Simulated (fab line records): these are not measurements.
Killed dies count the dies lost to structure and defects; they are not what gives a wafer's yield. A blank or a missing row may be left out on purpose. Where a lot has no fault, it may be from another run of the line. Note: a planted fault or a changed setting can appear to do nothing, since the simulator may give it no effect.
Struck lot and sound lot, side by side | flow n5_finfet | 15 steps out of a route of 1938
Sound: these wafers, L872.1, L872.3, L872.4. Wafers struck: L885.1, L885.3, L885.6. The cause is given at the end.
For every step that has rows: the tool of each side, followed by ch and its chambers, followed by its first start. Under that, the readings that differ: sound wafers | struck wafers | difference of the means | sigmas: that difference in standard deviations of wafers without a fault.
alike: a reading whose means differ by less than 2 such deviations, as well as words and numbers matching on both sides. not compared: withheld readings; readings where some wafer has no value; bounds like >300 that might hide an equal value; numbers whose values overlap and for which the record gives no deviation.
A row with sigmas, a row that says differs or no value, or rows on one side alone: a step with any of these is where the two part. Numbers that don't overlap but have no deviation are shown without sigmas and don't part them. A reading missing from all wafers of one side parts the sides only when that side holds two or more wafers.

N5_BEOL_M2_INSPECT_30: inspects for defects (brightfield).
  sound on defect_inspect-02 at day 6 20:46; struck on defect_inspect-02 at day 10 09:32
  alike: raw_defect_count
N5_BEOL_M2_DESCUM_33: chemistry O2, time 7 s.
  sound on rie_diel-03 ch 1,2,3, day 6 20:51; struck on rie_diel-05 ch 0,1,3, day 10 10:31
  reading      | sound             | struck            | difference | sigmas
  rf_vpp_V (V) | 243.0 241.0 242.1 | 245.4 245.4 244.0 | +2.9       | +2
  alike: drypump_motor_current_A, oes_product_au, rf_fwd_power_W, showerhead_plenum_p_Torr, throttle_valve_pct
  not compared: rf_hours_counter_h
then, 1 step without rows for these wafers: N5_BEOL_M2_ETCH_77 (etches underlayer in N2/H2, target depth 6.5 nm, time 5.2 s).
N5_BEOL_M2_ETCH_69: etches SiARC in CF4, target depth 15.6 nm, time 26 s.
  sound on rie_diel-03 ch 1,2,3, day 6 20:54; struck on rie_diel-05 ch 0,1,3, day 10 10:35
  alike: bias_w, drypump_motor_current_A, etch_rf_on_time_s, oes_product_au, rf_fwd_power_W, rf_vpp_V, showerhead_plenum_p_Torr, throttle_valve_pct
  not compared: rf_hours_counter_h
N5_BEOL_M2_ALD_98: deposits SiO2, target thk 2.5 nm, pulse time 1 s, co reactant pulse time 1 s.
  sound on ald_sin-02 ch 0,2,3, day 6 21:09; struck on ald_sin-02 ch 0,1,3, day 10 10:40
  alike: heater_power_w, precursor_pulse_height_rel, susceptor_temp_C
then, 1 step without rows for these wafers: N5_BEOL_M2_ETCHBACK_99 (etches SiO2 in CHF3, target depth 5 nm, time 10.4 s).
N5_BEOL_M2_ETCH_70: etches SOC in N2/H2, target depth 80 nm, overetch 24 nm, time 130 s.
  sound on rie_diel-01 ch 0,2,3, day 7 01:01; struck on rie_diel-05 ch 0,1, day 10 11:33
  alike: bias_w, drypump_motor_current_A, oes_product_au, rf_fwd_power_W, rf_vpp_V, showerhead_plenum_p_Torr, throttle_valve_pct
  not compared: rf_hours_counter_h
then, 2 steps without rows for these wafers: N5_BEOL_M2_STRIP_71 (strips in N2/H2); N5_BEOL_M2_STRIP_78 (strips in N2/H2).
N5_BEOL_M2_VIA_ETCH_34: etches the open film in C4F6/O2, target depth 69.4 nm, time 65.9 s.
  sound on rie_diel-01 ch 0,2,3, day 7 01:07; struck on rie_diel-05 ch 0,1, day 10 11:40
  alike: bias_w, drypump_motor_current_A, oes_product_au, rf_fwd_power_W, rf_vpp_V, showerhead_plenum_p_Torr, throttle_valve_pct
  not compared: rf_hours_counter_h
then, 2 steps without rows for these wafers: N5_BEOL_M2_STRIP_83 (strips in C4F6/O2); N5_BEOL_M2_STRIP_36 (strips in N2/H2).
N5_BEOL_M2_TRENCH_ETCH_37: etches SiOC in C4F6/O2, target depth 55.555 nm, time 29.2 s.
  sound on rie_diel-01 ch 0,2,3, day 7 01:13; struck on rie_diel-05 ch 0,1, day 10 11:46
  reading      | sound             | struck            | difference | sigmas
  bias_w (W)   | 184.4 184.3 185.0 | 195.9 195.7 195.4 | +11.1      | +21
  rf_vpp_V (V) | 654 646 654       | 725 709 709       | +63        | +4
  alike: drypump_motor_current_A, oes_product_au, rf_fwd_power_W, showerhead_plenum_p_Torr, throttle_valve_pct
  not compared: rf_hours_counter_h
then, 1 step without rows for these wafers: N5_BEOL_M2_ETCH_41 (etches SiCN in CH3F/O2, target depth 29.9 nm, time 52.5 s).
N5_BEOL_M4_RC_MEAS_101:
  sound on prober-01 ch 0, day 8 16:53; struck on prober-01 ch 0, day 11 17:16
  alike: DIBL_N, DIBL_P, IOFF_N, IOFF_P, ION_N, ION_P, SS_N, SS_P, VT_N, VT_P

WHERE THEY PART
Last at N5_BEOL_M2_TRENCH_ETCH_37 as far as this record goes, first at N5_BEOL_M2_DESCUM_33. Later steps at which nothing parts them and some readings are alike: N5_BEOL_M4_RC_MEAS_101.

WHY: whatever the simulator had introduced
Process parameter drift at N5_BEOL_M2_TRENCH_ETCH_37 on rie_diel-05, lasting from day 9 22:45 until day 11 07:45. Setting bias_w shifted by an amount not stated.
